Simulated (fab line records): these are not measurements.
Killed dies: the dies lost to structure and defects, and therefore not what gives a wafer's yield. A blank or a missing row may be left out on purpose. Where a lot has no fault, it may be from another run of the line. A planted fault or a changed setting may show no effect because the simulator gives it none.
Matching of chambers	flow nand_harc	3 sister chambers for NHARC_P_M1_DEP_33 on pecvd-01
The step deposits SiCN, target thk 30 nm. 3 wafers are shown with their chamber, then 12 later ones without.

== EACH WAFER AND ITS CHAMBER ==
wafer	chamber	heater_power_w (W)
L082.1	1	575
L086.3	0	671
L086.4	2	535

== WAFERS WITHOUT THEIR CHAMBER ==
wafer	heater_power_w (W)
L090.2	583
L090.3	568
L090.6	580
L095.3	751
L095.5	721
L095.6	522
L096.2	674
L096.3	529
L096.4	670
L097.1	594
L097.2	708
L097.5	717

== WHICH CHAMBER EACH WENT THROUGH ==
wafer	from the rows above	in truth
L090.2	can't be placed: 1 or 2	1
L090.3	can't be placed: 1 or 2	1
L090.6	can't be placed: 1 or 2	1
L095.3	0	0
L095.5	0	0
L095.6	can't be placed: 2 or 1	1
L096.2	0	0
L096.3	can't be placed: 2 or 1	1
L096.4	0	0
L097.1	can't be placed: 1 or 2 or 0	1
L097.2	0	0
L097.5	0	0
6 of 12 placed correctly. These rows do not allow placing 6 (true chamber among the candidates in 6). Number placed wrongly: 0.
How it was worked out, from the rows above alone: a wafer's distance from a chamber is the root of the sum, over the readings, of the square of ((its reading less the chamber's mean) divided by the reading's scatter). The wafer belongs to the nearest chamber; if the next one is less than 2 further off, it can't be placed. A chamber's mean is the mean of its shown wafers. The scatter: root of mean squared gap, hidden wafer to nearest shown wafer, with one shown wafer a chamber.
